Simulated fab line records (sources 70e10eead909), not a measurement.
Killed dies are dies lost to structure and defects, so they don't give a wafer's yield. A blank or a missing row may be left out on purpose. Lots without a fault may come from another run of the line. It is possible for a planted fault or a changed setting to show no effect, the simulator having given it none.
Comparing a struck lot with a sound one :: flow nand_harc :: 14 steps out of a route of 1302
Sound: wafers L236.2, L236.3, L236.4. Struck: wafers L246.1, L246.5, L246.6. At the end, the cause is stated.
Order at every step that has rows: each side's tool, ch and its chambers, its first start. Under that, the readings that differ: sound wafers :: struck wafers :: difference of the means :: sigmas: that difference in standard deviations of wafers without a fault.
alike: same words and numbers on both sides, and readings whose means sit less than 2 such deviations apart. not compared: any withheld reading, any reading some wafer has no value for, any bound like >300 that may hide the same value, and any number with overlapping values for which the record gives no deviation.
The two part at a step that has a row with sigmas, a row that says differs or no value, or rows on one side only. Numbers that have no deviation but don't overlap get no sigmas and don't part them. Lack of a reading on every wafer of one side parts them only where that side has two or more wafers.

first, 1 step without rows for these wafers: NHARC_A_CONTACT_ETCH_138 (etches the open film in C4F8/O2/Ar, time 311 s, target depth 1914 nm).
NHARC_A_CONTACT_ETCH_139: etches the open film in C4F8/O2/Ar, time 195 s, target depth 840 nm.
  sound on har_cap_etch-02 ch 0,1, day 22 07:24; struck on har_cap_etch-02 ch 0,1, day 27 09:56
  not compared: rf_hours_counter_h
then, 1 step without rows for these wafers: NHARC_A_CONTACT_ETCH_92 (etches the open film in CH3F/O2, target depth 40 nm, time 85.7 s).
NHARC_A_CONTACT_ETCH_98: etches the open film in C4F6/O2, target depth 20 nm, time 10 s.
  sound on rie_diel-11 ch 1,2,3; struck on rie_diel-01 ch 1,2
  alike: drypump_motor_current_A, oes_product_au, rf_vpp_V, showerhead_plenum_p_Torr, throttle_valve_pct
  not compared: rf_hours_counter_h
NHARC_A_CONTACT_CD_MEAS_15:
  sound on cd_sem-03 at day 22 08:21; struck on cd_sem-01 at day 27 10:43
  alike: cd_nm
then, 3 steps without rows for these wafers: NHARC_A_CONTACT_STRIP_107 (strips in N2/H2); NHARC_A_CONTACT_STRIP_108 (strips in CF4/CHF3); NHARC_A_CONTACT_STRIP_109 (strips in O2/COS).
NHARC_A_CONTACT_ETCH_110: etches the open film in CF4/O2, target depth 60 nm, overetch 6 nm, time 33 s.
  sound on rie_diel-05 ch 0,1,2, day 22 08:38; struck on rie_diel-05 ch 1,2,3, day 27 11:09
  alike: drypump_motor_current_A, oes_product_au, rf_vpp_V, showerhead_plenum_p_Torr, throttle_valve_pct
  not compared: rf_hours_counter_h
NHARC_A_CONTACT_STRIP_26: strips in O2.
  sound on rie_diel-05 ch 1,2,3; struck on rie_diel-05 ch 1,2,3
  alike: drypump_motor_current_A, oes_product_au, rf_vpp_V, showerhead_plenum_p_Torr, throttle_valve_pct
  not compared: rf_hours_counter_h
then, 1 step without rows for these wafers: NHARC_A_CONTACT_STRIP_27 (strips in post etch residue remover, time 600 s).
NHARC_A_CONTACT_ALD_18: deposits TiN, target thk 3 nm, pulse time 1 s, ald cycles 150.
  sound on ald_metal-01 ch 1,2,3, day 22 09:17; struck on ald_metal-01 ch 1,2,3, day 27 11:55
  alike: heater_power_w, precursor_pulse_height_rel, susceptor_temp_C
NHARC_A_CONTACT_CVD_19: deposits W, target thk 300 nm, time 802 s.
  sound on cvd_w-01 ch 0,1, day 22 09:29; struck on cvd_w-01 ch 0,1, day 27 12:04
  no value came back on the struck wafers for any of 5 readings (chamber_pressure_Torr (Torr), heater_power_outer_w (W) and others); on the sound wafers chamber_pressure_Torr (Torr) reads 40.07 39.94 40.03
NHARC_A_CONTACT_CMP_20: polishes, t overpolish 30 s, target thk 300 nm.
  sound on cmp-02 ch 0,1,3, day 22 10:23; struck on cmp-04 ch 0,1,3, day 27 13:00
reading: time_to_endpoint_s (s)
sound: 56 55 60
struck: 0 1 2
difference: -56
sigmas: -18
  alike: motor_current_A, overpolish_run_s

## WHERE THEY PART
Earliest at NHARC_A_CONTACT_CVD_19; latest, in this record, at NHARC_A_CONTACT_CMP_20.

WHY: what had been put in by the simulator
Whole step skipped at NHARC_A_CONTACT_CVD_19 on cvd_w-01, starting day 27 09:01. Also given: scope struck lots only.
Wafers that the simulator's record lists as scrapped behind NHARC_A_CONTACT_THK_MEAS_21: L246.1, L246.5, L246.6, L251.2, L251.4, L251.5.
